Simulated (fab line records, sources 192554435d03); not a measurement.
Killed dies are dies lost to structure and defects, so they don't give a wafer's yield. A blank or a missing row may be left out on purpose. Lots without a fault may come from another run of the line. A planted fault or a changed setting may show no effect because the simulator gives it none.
fab line records | flow n5_finfet | part 2 of 2: steps 19 to 28 of 28
record lots=5 wafers=15 last_day=18
route steps=1938 shown BEOL_M10@1508
lots that met no fault: from a run of the same line without faults
start_h: hours from the record's first day to the start of the lot's first wafer shown | wait_h: hours since the lot's step before | " the same as in the row above | L1.1+2: a row that stands for several wafers | - no value, or no start given | * or withheld: withheld | < > ~ a bound
route shown NAME@n: a module of which the file shows steps, and the number in the route of the first | usual: mean/standard deviation of fault-free wafers | same: alike in all rows | chamber/n: place in a boat | sites: the reading at each site | _std_site: their standard deviation | _edge_site: outer sites' mean less inner sites' | radius_mm: how far each site lies from the wafer's centre | mask NAME#n: copy n | behind: the tool/chamber that last shaped the wafer | hold: why the lot was held/for how many hours/how that ended | device: the transistor (n, p or np) that didn't switch | end of line: the same wafers' tests at the end of the route | a step without rows: its recipe alone | killed: dies lost to structure and defects at the first sort, not the wafer's yield | map: a wafer's dies, x killed, . not, _ none there
set.NAME: the setting as run; set.NAME@STEP: as run at that earlier step | model.NAME: the simulator's own value behind a step, which no gauge read
lots at some steps of the route; a table a step, a row a wafer
services: from which hour (start_h, from the record's first day; less than 0 if before it) a tool's chamber was out of use, for how many hours, and why
## steps
# step N5_BEOL_M10_CVD_75
# recipe material=Co target_thk_a=20 temp_c=withheld precursor=CCTBA/H2 pressure_torr=30 time_s=138.9
# usual chamber_pressure_Torr=30.00/0.058
# columns lot.wafer tool chamber start_h wait_h chamber_pressure_Torr
L078.1 cvd_co-02 2 287.68 0.0 29.95
L078.4 " 1 " " 29.98
L078.5 " 0 " " 30.02
L086.4 cvd_co-01 1 327.92 0.1 29.96
L086.5 " 0 " " 30.01
L086.6 " 2 " " 29.92
L088.2 cvd_co-02 2 343.78 0.2 30.03
L088.3 " 0 " " 29.97
L088.6 " 2 " " 29.98
L093.1 cvd_co-01 0 365.58 0.3 29.90
L093.3 " 2 " " 30.08
L093.5 " 0 " " 29.92
L097.1 cvd_co-01 0 375.72 0.0 30.00
L097.3 " 2 " " 30.06
L097.5 " 1 " " 30.03
# step N5_BEOL_M10_SPUTTER_48
# recipe material=Cu target_thk_a=120 temp_c=-20 bias_v=60 power_w=26000 chamber_pressure_pa=0.13 time_s=2
# usual chuck_gas_flow_sccm=1.26/0.057 throttle_valve_pct=30.0/0.72
# columns lot.wafer tool chamber start_h wait_h chuck_gas_flow_sccm throttle_valve_pct
L078.1 pvd_sputter-02 - 288.00 0.3 1.29 29.7
L078.4 " - " " 1.17 30.9
L078.5 " - " " 1.12 31.0
L086.4 pvd_sputter-02 - 327.99 0.0 1.24 29.1
L086.5 " - " " 1.23 30.9
L086.6 " - " " 1.28 29.2
L088.2 pvd_sputter-03 - 343.92 0.1 1.27 29.3
L088.3 " - " " 1.29 31.2
L088.6 " - " " 1.24 31.1
L093.1 pvd_sputter-02 - 365.81 0.2 1.22 30.1
L093.3 " - " " 1.18 31.1
L093.5 " - " " 1.20 29.3
L097.1 pvd_sputter-02 - 375.99 0.2 1.34 29.7
L097.3 " - " " 1.26 30.2
L097.5 " - " " 1.18 29.4
# step N5_BEOL_M10_ECD_50
# recipe material=Cu target_thk_a=3180
# columns lot.wafer tool chamber start_h wait_h
L078.1+4+5 ecd_cu-01 0,1,1 288.13 0.1
L086.4+5+6 ecd_cu-01 1,1,0 328.14 0.1
L088.2+3+6 ecd_cu-02 1 344.05 0.1
L093.1+3+5 ecd_cu-02 1,0,0 365.93 0.1
L097.1+3+5 ecd_cu-01 1,0,1 376.17 0.1
# step N5_BEOL_M10_ANNEAL_51
# recipe temp_c=225 time_s=90 ambient=N2
# usual wafer_temp_C_max=226.1/0.32
# columns lot.wafer tool chamber start_h wait_h wafer_temp_C_max
L078.1 rtp_anneal-02 0 288.24 0.1 226.1
L078.4 " 0 " " 225.9
L078.5 " 0 " " 226.4
L086.4 rtp_anneal-02 0 328.98 0.8 226.2
L086.5 " 0 " " 226.4
L086.6 " 0 " " 225.9
L088.2 rtp_anneal-02 0 344.20 0.1 226.5
L088.3 " 0 " " 226.3
L088.6 " 0 " " 226.1
L093.1 rtp_anneal-01 0 366.04 0.1 225.9
L093.3 " 0 " " 225.6
L093.5 " 0 " " 225.6
L097.1 rtp_anneal-01 0 376.99 0.8 225.7
L097.3 " 0 " " 225.7
L097.5 " 0 " " 226.0
# step N5_BEOL_M10_CMP_52
# recipe stop_on=SiCOH_lowk t_overpolish_s=7 down_force_psi=1 platen_rpm=50 clearing_platen_down_force_psi=1.5 clearing_platen_rpm=50 post_cmp_clean=cu_alkaline target_thk_nm=140 clearing_platen_pad_velocity_m_s=0.99484 pad_velocity_m_s=0.99484
# usual barrier_field_endpoint_s=28.9/0.87 motor_current_A=6.2/0.8 overpolish_run_s=7.000/0.0086 time_to_endpoint_s=66/4
# columns lot.wafer tool chamber start_h wait_h barrier_field_endpoint_s motor_current_A overpolish_run_s time_to_endpoint_s
L078.4 cmp-04 1 288.54 0.1 28.5 6.4 7.013 64
L078.1 " 0 " " 28.6 5.4 7.013 61
L078.5 " 1 " " 29.8 6.0 7.004 69
L086.4 cmp-04 3 329.14 0.1 29.1 6.6 7.011 66
L086.5 " 3 " " 28.0 6.7 7.012 65
L086.6 " 0 " " 28.6 5.4 7.014 62
L088.3 cmp-02 3 344.54 0.3 28.1 5.8 6.998 63
L088.2 " 0 " " 28.2 6.5 6.991 65
L088.6 " 1 " " 30.3 5.5 6.997 74
L093.3 cmp-02 3 366.34 0.2 28.5 5.7 7.007 63
L093.1 " 2 " " 29.2 7.7 7.013 70
L093.5 " 0 " " 29.4 6.7 7.000 69
L097.1 cmp-02 3 377.30 0.3 27.5 5.9 6.998 59
L097.3 " 1 " " 30.7 5.3 6.996 75
L097.5 " 0 " " 28.9 6.6 7.001 64
# step N5_BEOL_M10_THK_MEAS_53
# recipe thk_meas_gauge=xrf reads=Cu_of_BEOL_M10_ECD_50
# usual M10_THK=137/3.7
# columns lot.wafer tool chamber start_h wait_h M10_THK[nm]
L078.1 film_metro-01 - 288.83 - 133
L078.4 " - " " 132
L078.5 " - " " 134
L086.4 film_metro-02 - 329.44 - 140
L086.5 " - " " 141
L086.6 " - " " 139
L088.2 film_metro-01 - 344.76 - 141
L088.3 " - " " 140
L088.6 " - " " 145
L093.1 film_metro-01 - 366.63 - 139
L093.3 " - " " 132
L093.5 " - " " 134
L097.1 film_metro-02 - 377.60 - 129
L097.3 " - " " 134
L097.5 " - " " 130
# step N5_BEOL_M10_PRE_CLEAN_55
# recipe gas=NH3 time_s=15 temp_c=withheld rf_power_w=300
# columns lot.wafer tool chamber start_h wait_h
L078.1+4+5 pecvd-01 1,1,0 288.87 0.0
L086.4+5+6 pecvd-03 0,1,2 329.48 0.0
L088.2+3+6 pecvd-04 2,1,2 344.80 0.0
L093.1+3+5 pecvd-01 0,2,0 366.67 0.0
L097.1+3+5 pecvd-03 0,1,2 377.65 0.1
# step N5_BEOL_M10_DEP_56
# recipe material=SiCN target_thk_a=150 temp_c=withheld precursor=3MS/NH3 pressure_torr=3 rf_w=202 time_s=26.5
# usual chamber_pressure_Torr=3.000/0.007 showerhead_plenum_p_Torr=3.660/0.012 showerhead_vpp_V=884/27 throttle_valve_pct=9.2/0.5
# columns lot.wafer tool chamber start_h wait_h chamber_pressure_Torr showerhead_plenum_p_Torr showerhead_vpp_V throttle_valve_pct
L078.1 pecvd-01 1 288.89 0.0 3.005 3.678 849 8.6
L078.4 " 1 " " 3.010 3.673 874 8.7
L078.5 " 0 " " 3.013 3.665 941 9.2
L086.4 pecvd-03 0 329.52 0.0 3.002 3.655 905 9.4
L086.5 " 1 " " 3.005 3.651 891 9.7
L086.6 " 2 " " 2.994 3.664 900 8.5
L088.2 pecvd-04 2 344.82 0.0 3.004 3.677 845 8.4
L088.3 " 1 " " 3.008 3.655 893 9.7
L088.6 " 2 " " 3.002 3.683 843 9.0
L093.1 pecvd-01 0 366.69 0.0 3.000 3.668 942 9.2
L093.3 " 2 " " 3.006 3.654 881 9.3
L093.5 " 0 " " 2.998 3.656 933 9.4
L097.1 pecvd-03 0 377.67 0.0 3.000 3.659 915 9.7
L097.3 " 1 " " 2.995 3.649 884 9.6
L097.5 " 2 " " 2.992 3.666 911 8.7
# step N5_BEOL_M10_RS_MEAS_57
# recipe thk_meas_gauge=four-point-probe reads=Cu_of_BEOL_M10_ECD_50+Co_of_BEOL_M10_CVD_75+TaN_of_BEOL_M10_ALD_74
# usual M10_RS=0.149/0.0042
# columns lot.wafer tool chamber start_h wait_h M10_RS[ohm/sq]
L078.1 film_metro-01 - 288.97 0.1 0.154
L078.4 " - " " 0.156
L078.5 " - " " 0.153
L086.4 film_metro-01 - 329.57 0.0 0.145
L086.5 " - " " 0.145
L086.6 " - " " 0.146
L088.2 film_metro-02 - 344.90 0.1 0.145
L088.3 " - " " 0.146
L088.6 " - " " 0.141
L093.1 film_metro-01 - 366.77 0.1 0.147
L093.3 " - " " 0.153
L093.5 " - " " 0.152
L097.1 film_metro-01 - 377.75 0.1 0.158
L097.3 " - " " 0.152
L097.5 " - " " 0.156
# step N5_BEOL_M10_INSPECT_58
# recipe inspect_instrument=darkfield mode=post_dep
# usual raw_defect_count=68/23
# columns lot.wafer tool chamber start_h wait_h raw_defect_count
L078.1 defect_inspect-02 - 288.99 0.0 49
L078.4 " - " " 50
L078.5 " - " " 63
L086.4 defect_inspect-02 - 329.60 0.0 85
L086.5 " - " " 45
L086.6 " - " " 69
L088.2 defect_inspect-02 - 344.92 0.0 58
L088.3 " - " " 59
L088.6 " - " " 70
L093.1 defect_inspect-02 - 366.79 0.0 61
L093.3 " - " " 47
L093.5 " - " " 54
L097.1 defect_inspect-01 - 377.77 0.0 102
L097.3 " - " " 78
L097.5 " - " " 137
## services
# columns tool chamber start_h hours kind
ecd_cu-01 - 263.65 0.9 repair
ald_metal-03 2 268.15 3.0 repair
cmp-04 - 268.76 6.2 pm
cmp-02 - 272.20 4.0 pm
pecvd-04 0 279.23 9.4 repair
cmp-04 - 288.09 0.2 repair
rie_diel-05 3 293.58 5.8 repair
cvd_co-01 1 295.93 16.3 repair
pecvd-01 1 296.34 4.4 repair
rie_diel-03 - 299.69 0.3 repair
cvd_co-01 2 307.11 15.0 repair
ecd_cu-01 - 307.60 1.6 repair
ecd_cu-01 - 315.01 0.7 repair
pecvd-01 - 326.67 1.6 repair
pecvd-03 - 332.55 0.9 repair
pecvd-03 - 334.37 1.9 repair
cvd_co-01 - 336.70 1.3 repair
wet_bench-06 - 336.72 6.2 repair
ald_metal-03 - 338.96 2.0 repair
ecd_cu-01 - 339.80 5.0 pm
rie_diel-02 2 340.01 10.3 repair
cmp-02 - 341.61 2.4 repair
rie_diel-05 3 359.97 5.1 repair
uv_cure-02 - 369.09 8.7 repair
